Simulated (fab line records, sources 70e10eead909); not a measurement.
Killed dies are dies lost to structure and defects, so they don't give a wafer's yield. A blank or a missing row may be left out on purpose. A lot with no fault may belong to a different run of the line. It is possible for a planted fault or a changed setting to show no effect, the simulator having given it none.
Shared-tool check + flow nandHarc + Lots sampled 11, wafers sampled 33

== REASON IT WAS OPENED ==
On 2 of the 11 lots, a flag is raised at NHARC_P_STI_CD_MEAS_09 on the reading cdNm. Wafers without a fault read 200 nm, standard deviation 3.7.
Rule: flag the lot when none of its wafers has a number, or when each of its wafers that has one lies beyond 4 standard deviations from that mean. All remaining lots are regarded as sound.

| lot  | measured     | on       | cdNm (nm), wafer by wafer | flag    |
|------|--------------|----------|---------------------------|---------|
| L152 | day 2 23:29  | cdSem-02 | 210 200 200               |         |
| L154 | day 3 14:11  | cdSem-02 | 193 198 200               |         |
| L156 | day 4 10:41  | cdSem-01 | 200 205 203               |         |
| L158 | day 5 07:05  | cdSem-03 | 200 195 200               |         |
| L160 | day 6 02:44  | cdSem-01 | 199 195 199               |         |
| L167 | day 9 01:45  | cdSem-02 | 142 143 142               | FLAGGED |
| L168 | day 9 12:47  | cdSem-03 | 201 199 202               |         |
| L172 | day 11 05:48 | cdSem-01 | 160 152 152               | FLAGGED |
| L173 | day 11 14:41 | cdSem-02 | 196 196 199               |         |
| L174 | day 12 02:13 | cdSem-02 | 208 202 205               |         |
| L175 | day 12 12:15 | cdSem-02 | 204 202 202               |         |
The numbers of the flagged lots are 148 nm on average: -52 nm against the usual, or -14 standard deviations.

== WHICH TOOL RAN EACH LOT ==
The record holds 1 process step before the reading, out of a route of 1302 steps. Cell contents, in order: the tool; ch with the chambers the sampled wafers went through; the start.
| lot  | flag    | NHARC_P_STI_EXPOSE_06            |
|------|---------|----------------------------------|
| L152 |         | krfScanner-03 ch 0, day 2 23:20  |
| L154 |         | krfScanner-03 ch 0, day 3 14:02  |
| L156 |         | krfScanner-03 ch 0, day 4 10:32  |
| L158 |         | krfScanner-01 ch 0, day 5 06:56  |
| L160 |         | krfScanner-01 ch 0, day 6 02:35  |
| L167 | FLAGGED | krfScanner-03 ch 0, day 9 01:36  |
| L168 |         | krfScanner-04 ch 0, day 9 12:38  |
| L172 | FLAGGED | krfScanner-03 ch 0, day 11 05:39 |
| L173 |         | krfScanner-01 ch 0, day 11 14:32 |
| L174 |         | krfScanner-04 ch 0, day 12 02:04 |
| L175 |         | krfScanner-04 ch 0, day 12 12:06 |
What is done by these steps:
- NHARC_P_STI_EXPOSE_06: exposes mask P STI, target cd 200 nm.
- NHARC_P_STI_CD_MEAS_09: target cd 200 nm.

== FLAGGED AGAINST TOTAL, ONE TOOL AT A TIME (gauges that did the reading follow at the end) ==
| step                   | tool          | lots run | flagged | share of the flagged lots | sound lots run after its first flagged lot |
|------------------------|---------------|----------|---------|---------------------------|--------------------------------------------|
| NHARC_P_STI_EXPOSE_06  | krfScanner-01 | 3        | 0       | none                      | -                                          |
| NHARC_P_STI_EXPOSE_06  | krfScanner-03 | 5        | 2       | all                       | 0                                          |
| NHARC_P_STI_EXPOSE_06  | krfScanner-04 | 3        | 0       | none                      | -                                          |
| NHARC_P_STI_CD_MEAS_09 | cdSem-01      | 3        | 1       | some                      | 0                                          |
| NHARC_P_STI_CD_MEAS_09 | cdSem-02      | 6        | 1       | some                      | 3 (L173,L174,L175)                         |
| NHARC_P_STI_CD_MEAS_09 | cdSem-03      | 2        | 0       | none                      | -                                          |

== WHAT IS ALLOWED BY THE TABLE ==
Rows of the table that ran each flagged lot: 1, that is krfScanner-03 at NHARC_P_STI_EXPOSE_06.
- krfScanner-03 at NHARC_P_STI_EXPOSE_06 ran 5 lots, 2 of them flagged. A fault beginning between L156 (day 4 10:32), its last sound lot, and L167 (day 9 01:36), its first flagged one, fits the data. Its own readings lie more than 4 standard deviations out on every wafer of the flagged lots: exposureDoseMJCm2.
krfScanner-03 at NHARC_P_STI_EXPOSE_06 is the single tool remaining.

== WHAT HAD BEEN PUT IN BY THE SIMULATOR ==
Drift in process parameters on krfScanner-03 at NHARC_P_STI_EXPOSE_06, starting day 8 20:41. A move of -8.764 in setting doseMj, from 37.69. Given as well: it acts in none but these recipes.
Lots struck among those shown: L167, L172. Same finding as the rule above.
